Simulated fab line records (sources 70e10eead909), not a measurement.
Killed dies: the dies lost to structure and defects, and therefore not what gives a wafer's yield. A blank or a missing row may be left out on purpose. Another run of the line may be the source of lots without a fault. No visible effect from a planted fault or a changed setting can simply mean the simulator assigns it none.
Chamber matching || flow nandHarc || 4 sister chambers for NHARC_A_WL_FILL_ALD_19 on aldMetal-04
The step deposits TiN, target thk 2 nm, pulse time 3 s, ald cycles 100. 20 wafers are shown with their chamber, then 10 later ones without.

== EACH WAFER AND ITS CHAMBER ==
{"wafer": "L075.2", "chamber": 2, "heaterPowerOuterW (W)": 660, "heaterPowerW (W)": 1141, "precursorPulseHeightRel": 0.990}
{"wafer": "L075.4", "chamber": 3, "heaterPowerOuterW (W)": 656, "heaterPowerW (W)": 1067, "precursorPulseHeightRel": 1.005}
{"wafer": "L075.5", "chamber": 3, "heaterPowerOuterW (W)": 676, "heaterPowerW (W)": 1043, "precursorPulseHeightRel": 0.992}
{"wafer": "L076.1", "chamber": 2, "heaterPowerOuterW (W)": 685, "heaterPowerW (W)": 1109, "precursorPulseHeightRel": 1.024}
{"wafer": "L076.3", "chamber": 1, "heaterPowerOuterW (W)": 672, "heaterPowerW (W)": 1060, "precursorPulseHeightRel": 1.009}
{"wafer": "L076.6", "chamber": 1, "heaterPowerOuterW (W)": 685, "heaterPowerW (W)": 1033, "precursorPulseHeightRel": 1.025}
{"wafer": "L077.2", "chamber": 1, "heaterPowerOuterW (W)": 674, "heaterPowerW (W)": 1034, "precursorPulseHeightRel": 1.010}
{"wafer": "L077.4", "chamber": 0, "heaterPowerOuterW (W)": 736, "heaterPowerW (W)": 1063, "precursorPulseHeightRel": 0.978}
{"wafer": "L077.6", "chamber": 2, "heaterPowerOuterW (W)": 661, "heaterPowerW (W)": 1131, "precursorPulseHeightRel": 0.990}
{"wafer": "L078.1", "chamber": 3, "heaterPowerOuterW (W)": 683, "heaterPowerW (W)": 1043, "precursorPulseHeightRel": 0.994}
{"wafer": "L078.2", "chamber": 2, "heaterPowerOuterW (W)": 682, "heaterPowerW (W)": 1164, "precursorPulseHeightRel": 1.009}
{"wafer": "L078.4", "chamber": 0, "heaterPowerOuterW (W)": 742, "heaterPowerW (W)": 1074, "precursorPulseHeightRel": 0.979}
{"wafer": "L082.1", "chamber": 0, "heaterPowerOuterW (W)": 728, "heaterPowerW (W)": 1090, "precursorPulseHeightRel": 0.982}
{"wafer": "L082.3", "chamber": 1, "heaterPowerOuterW (W)": 691, "heaterPowerW (W)": 1101, "precursorPulseHeightRel": 1.003}
{"wafer": "L082.4", "chamber": 2, "heaterPowerOuterW (W)": 640, "heaterPowerW (W)": 1043, "precursorPulseHeightRel": 1.019}
{"wafer": "L088.1", "chamber": 1, "heaterPowerOuterW (W)": 719, "heaterPowerW (W)": 1106, "precursorPulseHeightRel": 0.984}
{"wafer": "L088.3", "chamber": 0, "heaterPowerOuterW (W)": 741, "heaterPowerW (W)": 1066, "precursorPulseHeightRel": 1.012}
{"wafer": "L088.4", "chamber": 2, "heaterPowerOuterW (W)": 658, "heaterPowerW (W)": 1062, "precursorPulseHeightRel": 1.018}
{"wafer": "L089.2", "chamber": 2, "heaterPowerOuterW (W)": 651, "heaterPowerW (W)": 1083, "precursorPulseHeightRel": 1.057}
{"wafer": "L089.4", "chamber": 3, "heaterPowerOuterW (W)": 644, "heaterPowerW (W)": 1003, "precursorPulseHeightRel": 0.974}

SIGNATURES, as means of the wafers listed above
{"reading": "heaterPowerOuterW", "chamber 0": 736.75, "chamber 1": 688.20, "chamber 2": 662.43, "chamber 3": 664.75, "scatter within a chamber": 16}
{"reading": "heaterPowerW", "chamber 0": 1073.25, "chamber 1": 1066.80, "chamber 2": 1104.71, "chamber 3": 1039.00, "scatter within a chamber": 34.6}
{"reading": "precursorPulseHeightRel", "chamber 0": 0.98775, "chamber 1": 1.00620, "chamber 2": 1.01529, "chamber 3": 0.99125, "scatter within a chamber": 0.0182}
Rule: distance of a wafer from a chamber = root of the sum over the readings of ((wafer's reading minus chamber's mean) / reading's scatter) squared. The wafer belongs to the nearest chamber; if the next one is less than 2 further off, it can't be placed. The scatter: the root of (the sum of the squares of (reading less its chamber's mean) over the shown wafers, divided by (wafers less chambers)).

== WAFERS WHOSE CHAMBER IS MISSING ==
{"wafer": "L089.6", "heaterPowerOuterW (W)": 651, "heaterPowerW (W)": 1083, "precursorPulseHeightRel": 0.984}
{"wafer": "L096.1", "heaterPowerOuterW (W)": 688, "heaterPowerW (W)": 1058, "precursorPulseHeightRel": 1.059}
{"wafer": "L096.5", "heaterPowerOuterW (W)": 656, "heaterPowerW (W)": 1023, "precursorPulseHeightRel": 0.996}
{"wafer": "L096.6", "heaterPowerOuterW (W)": 672, "heaterPowerW (W)": 1055, "precursorPulseHeightRel": 1.004}
{"wafer": "L093.2", "heaterPowerOuterW (W)": 707, "heaterPowerW (W)": 1086, "precursorPulseHeightRel": 1.024}
{"wafer": "L093.3", "heaterPowerOuterW (W)": 648, "heaterPowerW (W)": 1053, "precursorPulseHeightRel": 0.995}
{"wafer": "L093.5", "heaterPowerOuterW (W)": 727, "heaterPowerW (W)": 1078, "precursorPulseHeightRel": 1.006}
{"wafer": "L095.1", "heaterPowerOuterW (W)": 668, "heaterPowerW (W)": 1094, "precursorPulseHeightRel": 1.017}
{"wafer": "L095.4", "heaterPowerOuterW (W)": 662, "heaterPowerW (W)": 1013, "precursorPulseHeightRel": 1.017}
{"wafer": "L095.6", "heaterPowerOuterW (W)": 692, "heaterPowerW (W)": 1106, "precursorPulseHeightRel": 1.005}

== EACH ONE'S CHAMBER ==
{"wafer": "L089.6", "from the rows above": "can't be placed: 3 or 2 or 1", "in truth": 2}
{"wafer": "L096.1", "from the rows above": "can't be placed: 1 or 2 or 3", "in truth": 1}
{"wafer": "L096.5", "from the rows above": "can't be placed: 3 or 1 or 2", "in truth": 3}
{"wafer": "L096.6", "from the rows above": "can't be placed: 3 or 1 or 2", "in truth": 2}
{"wafer": "L093.2", "from the rows above": "can't be placed: 1 or 0 or 2 or 3", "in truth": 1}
{"wafer": "L093.3", "from the rows above": "can't be placed: 3 or 2 or 1", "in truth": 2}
{"wafer": "L093.5", "from the rows above": "can't be placed: 0 or 1", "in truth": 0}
{"wafer": "L095.1", "from the rows above": "can't be placed: 2 or 1 or 3", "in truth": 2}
{"wafer": "L095.4", "from the rows above": "can't be placed: 3 or 1 or 2", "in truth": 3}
{"wafer": "L095.6", "from the rows above": "can't be placed: 1 or 2 or 3 or 0", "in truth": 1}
Correct placement for 0 of the 10. Unplaceable from these rows: 10, with the true chamber sitting among the candidates in 10. Placed wrongly: 0.
